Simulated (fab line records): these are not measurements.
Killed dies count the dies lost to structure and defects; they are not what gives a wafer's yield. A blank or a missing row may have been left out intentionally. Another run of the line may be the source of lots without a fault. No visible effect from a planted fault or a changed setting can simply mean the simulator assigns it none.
What tool caused it? :: flow nand harc :: 11 lots, 33 wafers sampled, at 5 steps of a route of 1302

WHAT EACH GAUGE READ, for each wafer
NHARC_END_SORT_01. Usual: defect limited yield 91.6 %, standard deviation 2.6; killed at array 52, standard deviation 17; killed at other 0.8, standard deviation 1.1; killed at periphery 3.2, standard deviation 2.2; killed dies 57, standard deviation 17; killed open 3.4, standard deviation 1.8; killed short 2.4, standard deviation 1.6; sort_bin_2_pct 2.9 %, standard deviation 1.1; sort_bin_3_pct 0.6 %, standard deviation 0.38; sort_bin_4_pct 4.8 %, standard deviation 1.5; sort n pass 620, standard deviation 17; sort rim yield pct 92 %, standard deviation 4.9; sort yield pct 91.6 %, standard deviation 2.6.
lot: L542
measured: day 25 09:48
on: prober-01
defect limited yield (%): 93.5 93.9 93.5
killed at array: 44 38 43
killed at other: 0 0 0
killed at periphery: 0 3 1
killed dies: 44 41 44
killed open: 3 4 2
killed short: 2 2 5
sort_bin_2_pct (%): 2.7 2.4 3.0
sort_bin_3_pct (%): 0.4 0.1 0.1
sort_bin_4_pct (%): 3.4 3.5 3.4
sort n pass: 633 636 633
sort rim yield pct (%): 98 88 97
sort yield pct (%): 93.5 93.9 93.5
flag: 

lot: L543
measured: day 25 23:14
on: prober-02
defect limited yield (%): 86.9 88.3 88.9
killed at array: 85 75 71
killed at other: 3 2 2
killed at periphery: 1 2 2
killed dies: 89 79 75
killed open: 3 3 2
killed short: 2 3 5
sort_bin_2_pct (%): 4.1 3.7 3.5
sort_bin_3_pct (%): 1.0 1.0 0.6
sort_bin_4_pct (%): 8.0 6.9 6.9
sort n pass: 588 598 602
sort rim yield pct (%): 92 99 93
sort yield pct (%): 86.9 88.3 88.9
flag: 

lot: L545
measured: day 26 19:26
on: prober-02
defect limited yield (%): 90.4 91.4 93.1
killed at array: 60 55 44
killed at other: 1 0 1
killed at periphery: 4 3 2
killed dies: 65 58 47
killed open: 6 4 4
killed short: 4 3 1
sort_bin_2_pct (%): 3.4 3.4 2.1
sort_bin_3_pct (%): 0.4 0.4 0.6
sort_bin_4_pct (%): 5.8 4.7 4.3
sort n pass: 612 619 630
sort rim yield pct (%): 92 91 91
sort yield pct (%): 90.4 91.4 93.1
flag: 

lot: L546
measured: day 27 08:23
on: prober-02
defect limited yield (%): 94.4 93.4 92.9
killed at array: 35 40 44
killed at other: 0 0 0
killed at periphery: 3 5 4
killed dies: 38 45 48
killed open: 2 2 0
killed short: 2 1 4
sort_bin_2_pct (%): 2.1 2.4 1.8
sort_bin_3_pct (%): 0.1 0 0.7
sort_bin_4_pct (%): 3.4 4.3 4.6
sort n pass: 639 632 629
sort rim yield pct (%): 89 92 96
sort yield pct (%): 94.4 93.4 92.9
flag: 

lot: L547
measured: day 27 13:50
on: prober-01
defect limited yield (%): 88.9 89.4 89.1
killed at array: 75 70 72
killed at other: 0 0 1
killed at periphery: 0 2 1
killed dies: 75 72 74
killed open: 3 5 1
killed short: 3 3 2
sort_bin_2_pct (%): 4.1 3.8 3.2
sort_bin_3_pct (%): 1.5 0.9 0.6
sort_bin_4_pct (%): 5.5 5.9 7.1
sort n pass: 602 605 603
sort rim yield pct (%): 81 79 99
sort yield pct (%): 88.9 89.4 89.1
flag: 

lot: L550
measured: day 28 17:55
on: prober-02
defect limited yield (%): 90.8 88.0 91.3
killed at array: 57 72 54
killed at other: 5 2 0
killed at periphery: 0 7 5
killed dies: 62 81 59
killed open: 3 3 6
killed short: 2 6 3
sort_bin_2_pct (%): 3.2 4.0 2.5
sort_bin_3_pct (%): 0.3 0.6 0.7
sort_bin_4_pct (%): 5.6 7.4 5.5
sort n pass: 615 596 618
sort rim yield pct (%): 92 94 89
sort yield pct (%): 90.8 88.0 91.3
flag: 

lot: L558
measured: day 32 21:12
on: prober-01
defect limited yield (%): 82.3 86.1 84.0
killed at array: 38 36 34
killed at other: 80 57 72
killed at periphery: 2 1 2
killed dies: 120 94 108
killed open: 3 0 1
killed short: 0 7 1
sort_bin_2_pct (%): 8.6 5.6 5.3
sort_bin_3_pct (%): 2.4 3.2 2.8
sort_bin_4_pct (%): 6.8 5.0 7.8
sort n pass: 557 583 569
sort rim yield pct (%): 88 84 92
sort yield pct (%): 82.3 86.1 84.0
flag: OFF

lot: L559
measured: day 32 22:49
on: prober-02
defect limited yield (%): 83.2 84.2 80.2
killed at array: 41 46 52
killed at other: 73 58 81
killed at periphery: 0 3 1
killed dies: 114 107 134
killed open: 5 3 5
killed short: 3 2 0
sort_bin_2_pct (%): 7.5 5.5 8.4
sort_bin_3_pct (%): 2.5 3.4 4.0
sort_bin_4_pct (%): 6.8 6.9 7.4
sort n pass: 563 570 543
sort rim yield pct (%): 85 83 91
sort yield pct (%): 83.2 84.2 80.2
flag: OFF

lot: L560
measured: day 33 14:22
on: prober-02
defect limited yield (%): 93.8 95.3 94.7
killed at array: 38 30 31
killed at other: 0 0 1
killed at periphery: 4 2 4
killed dies: 42 32 36
killed open: 4 3 5
killed short: 3 3 3
sort_bin_2_pct (%): 1.5 2.1 1.9
sort_bin_3_pct (%): 0 0.3 0.4
sort_bin_4_pct (%): 4.7 2.4 3.0
sort n pass: 635 645 641
sort rim yield pct (%): 92 89 94
sort yield pct (%): 93.8 95.3 94.7
flag: 

lot: L561
measured: day 34 02:25
on: prober-01
defect limited yield (%): 90.5 90.8 90.0
killed at array: 62 58 64
killed at other: 0 1 0
killed at periphery: 2 3 4
killed dies: 64 62 68
killed open: 4 3 2
killed short: 5 1 1
sort_bin_2_pct (%): 3.5 3.8 2.8
sort_bin_3_pct (%): 0.9 0.9 1.0
sort_bin_4_pct (%): 5.0 4.4 6.2
sort n pass: 613 615 609
sort rim yield pct (%): 91 92 95
sort yield pct (%): 90.5 90.8 90.0
flag: 

lot: L562
measured: day 34 11:21
on: prober-02
defect limited yield (%): 92.5 93.9 91.7
killed at array: 43 40 49
killed at other: 0 0 0
killed at periphery: 8 1 7
killed dies: 51 41 56
killed open: 2 3 4
killed short: 1 2 3
sort_bin_2_pct (%): 1.6 1.6 3.4
sort_bin_3_pct (%): 0.7 0.3 0.4
sort_bin_4_pct (%): 5.2 4.1 4.4
sort n pass: 626 636 621
sort rim yield pct (%): 92 88 85
sort yield pct (%): 92.5 93.9 91.7
flag: 

TOOL THAT RAN EACH LOT (tool first, then ch and the chambers of the sampled wafers, then the start)
lot: L542
NHARC_THIN_TSV_ETCH_15: rie si-02 ch 1,2,3, day 24 18:59
NHARC_THIN_TSV_STRIP_45: plasma asher-02 ch 0,1, day 24 19:12
NHARC_THIN_TSV_DEGAS_49: pvd sputter-01, day 24 20:55
NHARC_THIN_TSV_DESCUM_35: rie diel-09 ch 0,2,3, day 25 00:14

lot: L543
NHARC_THIN_TSV_ETCH_15: rie si-04 ch 0,2,3, day 25 05:58
NHARC_THIN_TSV_STRIP_45: plasma asher-02 ch 1, day 25 06:10
NHARC_THIN_TSV_DEGAS_49: pvd sputter-02, day 25 07:59
NHARC_THIN_TSV_DESCUM_35: rie diel-08 ch 0,1,3, day 25 11:16

lot: L545
NHARC_THIN_TSV_ETCH_15: rie si-01 ch 0,1,3, day 26 06:19
NHARC_THIN_TSV_STRIP_45: plasma asher-01 ch 0,1, day 26 06:32
NHARC_THIN_TSV_DEGAS_49: pvd sputter-01, day 26 08:15
NHARC_THIN_TSV_DESCUM_35: rie diel-08 ch 0,2,3, day 26 11:32

lot: L546
NHARC_THIN_TSV_ETCH_15: rie si-04 ch 0,1, day 26 16:12
NHARC_THIN_TSV_STRIP_45: plasma asher-02 ch 1, day 26 16:28
NHARC_THIN_TSV_DEGAS_49: pvd sputter-03, day 26 18:17
NHARC_THIN_TSV_DESCUM_35: rie diel-09 ch 0,1,2, day 26 21:27

lot: L547
NHARC_THIN_TSV_ETCH_15: rie si-02 ch 0,2,3, day 26 22:44
NHARC_THIN_TSV_STRIP_45: plasma asher-02 ch 0,1, day 26 22:58
NHARC_THIN_TSV_DEGAS_49: pvd sputter-02, day 27 00:41
NHARC_THIN_TSV_DESCUM_35: rie diel-08 ch 0,1,2, day 27 04:08

lot: L550
NHARC_THIN_TSV_ETCH_15: rie si-02 ch 0,2,3, day 28 01:43
NHARC_THIN_TSV_STRIP_45: plasma asher-01 ch 0,1, day 28 01:59
NHARC_THIN_TSV_DEGAS_49: pvd sputter-02, day 28 03:40
NHARC_THIN_TSV_DESCUM_35: rie diel-08 ch 0,1,2, day 28 06:59

lot: L558
NHARC_THIN_TSV_ETCH_15: rie si-04 ch 0,2,3, day 32 03:21
NHARC_THIN_TSV_STRIP_45: plasma asher-02 ch 0,1, day 32 03:34
NHARC_THIN_TSV_DEGAS_49: pvd sputter-02, day 32 05:17
NHARC_THIN_TSV_DESCUM_35: rie diel-08 ch 0,2,3, day 32 08:46

lot: L559
NHARC_THIN_TSV_ETCH_15: rie si-04 ch 0,2,3, day 32 04:42
NHARC_THIN_TSV_STRIP_45: plasma asher-02 ch 0,1, day 32 05:00
NHARC_THIN_TSV_DEGAS_49: pvd sputter-03, day 32 06:39
NHARC_THIN_TSV_DESCUM_35: rie diel-03 ch 1,2,3, day 32 10:02

lot: L560
NHARC_THIN_TSV_ETCH_15: rie si-02 ch 0,1,3, day 32 21:43
NHARC_THIN_TSV_STRIP_45: plasma asher-01 ch 0,1, day 32 21:54
NHARC_THIN_TSV_DEGAS_49: pvd sputter-03, day 32 23:38
NHARC_THIN_TSV_DESCUM_35: rie diel-08 ch 0,1,2, day 33 02:57

lot: L561
NHARC_THIN_TSV_ETCH_15: rie si-01 ch 0,1,2, day 33 07:20
NHARC_THIN_TSV_STRIP_45: plasma asher-01 ch 0,1, day 33 07:39
NHARC_THIN_TSV_DEGAS_49: pvd sputter-02, day 33 09:49
NHARC_THIN_TSV_DESCUM_35: rie diel-08 ch 2,3, day 33 12:58

lot: L562
NHARC_THIN_TSV_ETCH_15: rie si-02 ch 0,1, day 33 20:10
NHARC_THIN_TSV_STRIP_45: plasma asher-01 ch 0,1, day 33 20:26
NHARC_THIN_TSV_DEGAS_49: pvd sputter-01, day 33 22:07
NHARC_THIN_TSV_DESCUM_35: rie diel-09 ch 0,2, day 34 01:19
- NHARC_THIN_TSV_ETCH_15: target depth 3000 nm, bosch target overetch cycles 2, bosch etch step 2.8 s.
- NHARC_THIN_TSV_STRIP_45: strips in O2.
- NHARC_THIN_TSV_DEGAS_49: time 120 s.
- NHARC_THIN_TSV_DESCUM_35: chemistry O2, time 3 s.

AS READ BY THE TOOLS THEMSELVES (means over the sampled wafers that have a number; for cases with no such wafer, the mark the record gives instead)
NHARC_THIN_TSV_ETCH_15. Usual: drypump motor current A 5.7 A, standard deviation 0.51; he backside leak sccm 2.70 sccm, standard deviation 0.22.
lot: L542
tool: rie si-02
drypump motor current A (A): 5.6
he backside leak sccm (sccm): 2.84
flag: 

lot: L543
tool: rie si-04
drypump motor current A (A): 5.4
he backside leak sccm (sccm): 2.56
flag: 

lot: L545
tool: rie si-01
drypump motor current A (A): 5.6
he backside leak sccm (sccm): 2.59
flag: 

lot: L546
tool: rie si-04
drypump motor current A (A): 5.8
he backside leak sccm (sccm): 2.69
flag: 

lot: L547
tool: rie si-02
drypump motor current A (A): 6.0
he backside leak sccm (sccm): 2.74
flag: 

lot: L550
tool: rie si-02
drypump motor current A (A): 6.0
he backside leak sccm (sccm): 2.69
flag: 

lot: L558
tool: rie si-04
drypump motor current A (A): 5.4
he backside leak sccm (sccm): 2.46
flag: 

lot: L559
tool: rie si-04
drypump motor current A (A): 5.4
he backside leak sccm (sccm): 2.54
flag: 

lot: L560
tool: rie si-02
drypump motor current A (A): 6.1
he backside leak sccm (sccm): 2.84
flag: 

lot: L561
tool: rie si-01
drypump motor current A (A): 5.7
he backside leak sccm (sccm): 2.74
flag: 

lot: L562
tool: rie si-02
drypump motor current A (A): 6.2
he backside leak sccm (sccm): 2.61
flag: 

NHARC_THIN_TSV_STRIP_45. Usual: drypump motor current A 5.5 A, standard deviation 0.36; heater power w 330 W, standard deviation 48.
lot: L542
tool: plasma asher-02
drypump motor current A (A): 5.8
heater power w (W): 354
flag: 

lot: L543
tool: plasma asher-02
drypump motor current A (A): 6.1
heater power w (W): 328
flag: 

lot: L545
tool: plasma asher-01
drypump motor current A (A): 5.4
heater power w (W): 295
flag: 

lot: L546
tool: plasma asher-02
drypump motor current A (A): 6.0
heater power w (W): 319
flag: 

lot: L547
tool: plasma asher-02
drypump motor current A (A): 5.5
heater power w (W): 379
flag: 

lot: L550
tool: plasma asher-01
drypump motor current A (A): 5.5
heater power w (W): 304
flag: 

lot: L558
tool: plasma asher-02
drypump motor current A (A): 5.8
heater power w (W): 351
flag: 

lot: L559
tool: plasma asher-02
drypump motor current A (A): 5.7
heater power w (W): 349
flag: 

lot: L560
tool: plasma asher-01
drypump motor current A (A): 5.3
heater power w (W): 297
flag: 

lot: L561
tool: plasma asher-01
drypump motor current A (A): 5.5
heater power w (W): 294
flag: 

lot: L562
tool: plasma asher-01
drypump motor current A (A): 5.3
heater power w (W): 290
flag: 

NHARC_THIN_TSV_DEGAS_49. Usual: heater power w 466 W, standard deviation 51; susceptor temp C 300.02 C, standard deviation 0.2.
lot: L542
tool: pvd sputter-01
heater power w (W): 490
susceptor temp C (C): 299.88
flag: 

lot: L543
tool: pvd sputter-02
heater power w (W): 471
susceptor temp C (C): 300.16
flag: 

lot: L545
tool: pvd sputter-01
heater power w (W): 471
susceptor temp C (C): 300.13
flag: 

lot: L546
tool: pvd sputter-03
heater power w (W): 438
susceptor temp C (C): 300.08
flag: 

lot: L547
tool: pvd sputter-02
heater power w (W): 495
susceptor temp C (C): 300.02
flag: 

lot: L550
tool: pvd sputter-02
heater power w (W): 481
susceptor temp C (C): 299.79
flag: 

lot: L558
tool: pvd sputter-02
heater power w (W): 468
susceptor temp C (C): 299.93
flag: 

lot: L559
tool: pvd sputter-03
heater power w (W): 451
susceptor temp C (C): 300.10
flag: 

lot: L560
tool: pvd sputter-03
heater power w (W): 439
susceptor temp C (C): 299.88
flag: 

lot: L561
tool: pvd sputter-02
heater power w (W): 488
susceptor temp C (C): 300.06
flag: 

lot: L562
tool: pvd sputter-01
heater power w (W): 505
susceptor temp C (C): 300.01
flag: 

NHARC_THIN_TSV_DESCUM_35. Usual: chamber pressure mTorr 60.01 mTorr, standard deviation 0.055; drypump motor current A 5.9 A, standard deviation 0.49; oes product au 1.000 a.u., standard deviation 0.0086; rf vpp V 57.7 V, standard deviation 0.82; showerhead plenum p Torr 1.87 Torr, standard deviation 0.082; throttle valve pct 11.312 %, standard deviation 0.0095.
lot: L542
tool: rie diel-09
chamber pressure mTorr (mTorr): 59.98
drypump motor current A (A): 5.6
oes product au (a.u.): 0.993
rf vpp V (V): 57.6
showerhead plenum p Torr (Torr): 1.86
throttle valve pct (%): 11.314
flag: 

lot: L543
tool: rie diel-08
chamber pressure mTorr (mTorr): 60.01
drypump motor current A (A): 6.3
oes product au (a.u.): 0.998
rf vpp V (V): 57.0
showerhead plenum p Torr (Torr): 1.88
throttle valve pct (%): 11.312
flag: 

lot: L545
tool: rie diel-08
chamber pressure mTorr (mTorr): 60.07
drypump motor current A (A): 5.8
oes product au (a.u.): 0.994
rf vpp V (V): 56.7
showerhead plenum p Torr (Torr): 1.90
throttle valve pct (%): 11.313
flag: 

lot: L546
tool: rie diel-09
chamber pressure mTorr (mTorr): 59.99
drypump motor current A (A): 5.7
oes product au (a.u.): 0.998
rf vpp V (V): 57.8
showerhead plenum p Torr (Torr): 1.85
throttle valve pct (%): 11.318
flag: 

lot: L547
tool: rie diel-08
chamber pressure mTorr (mTorr): 59.99
drypump motor current A (A): 6.2
oes product au (a.u.): 0.998
rf vpp V (V): 57.9
showerhead plenum p Torr (Torr): 1.83
throttle valve pct (%): 11.304
flag: 

lot: L550
tool: rie diel-08
chamber pressure mTorr (mTorr): 60.03
drypump motor current A (A): 6.2
oes product au (a.u.): 1.002
rf vpp V (V): 58.3
showerhead plenum p Torr (Torr): 1.83
throttle valve pct (%): 11.313
flag: 

lot: L558
tool: rie diel-08
chamber pressure mTorr (mTorr): 59.98
drypump motor current A (A): 5.8
oes product au (a.u.): 0.994
rf vpp V (V): 58.5
showerhead plenum p Torr (Torr): 1.90
throttle valve pct (%): 11.307
flag: 

lot: L559
tool: rie diel-03
chamber pressure mTorr (mTorr): 59.98
drypump motor current A (A): 5.6
oes product au (a.u.): 1.000
rf vpp V (V): 57.8
showerhead plenum p Torr (Torr): 1.91
throttle valve pct (%): 11.309
flag: 

lot: L560
tool: rie diel-08
chamber pressure mTorr (mTorr): 60.08
drypump motor current A (A): 6.2
oes product au (a.u.): 1.008
rf vpp V (V): 57.6
showerhead plenum p Torr (Torr): 1.83
throttle valve pct (%): 11.308
flag: 

lot: L561
tool: rie diel-08
chamber pressure mTorr (mTorr): 60.04
drypump motor current A (A): 5.6
oes product au (a.u.): 0.999
rf vpp V (V): 57.5
showerhead plenum p Torr (Torr): 1.92
throttle valve pct (%): 11.320
flag: 

lot: L562
tool: rie diel-09
chamber pressure mTorr (mTorr): 60.01
drypump motor current A (A): 5.7
oes product au (a.u.): 0.997
rf vpp V (V): 58.0
showerhead plenum p Torr (Torr): 1.80
throttle valve pct (%): 11.303
flag: 

THE ANSWER, worked out from the rows above alone
Rule: a lot is off if the mean of its wafers that have a number lies more than 3 standard deviations from the usual mean. A lot without any number at a reading at which 4 lots or more have one is off too. The other lots that the step has rows for count as sound. Order of review: gauges by route order, followed by the tools' own readings, for which a lot's mean as printed above is used. At the first step where some lot is off, the reading lying furthest off is the one used; lots without a number count as furthest.
Off: L558, L559, at NHARC_END_SORT_01 (killed at other).
A tool fits if, at a process step before that reading, it ran every lot that is off, and no sound lot after the first of them. Gauges at NHARC_END_SORT_01: tried the same way as those tools. Can't be told from this: 2 tools fit, rie si-04 at NHARC_THIN_TSV_ETCH_15, plasma asher-02 at NHARC_THIN_TSV_STRIP_45.

WHAT THE SIMULATOR PUT IN
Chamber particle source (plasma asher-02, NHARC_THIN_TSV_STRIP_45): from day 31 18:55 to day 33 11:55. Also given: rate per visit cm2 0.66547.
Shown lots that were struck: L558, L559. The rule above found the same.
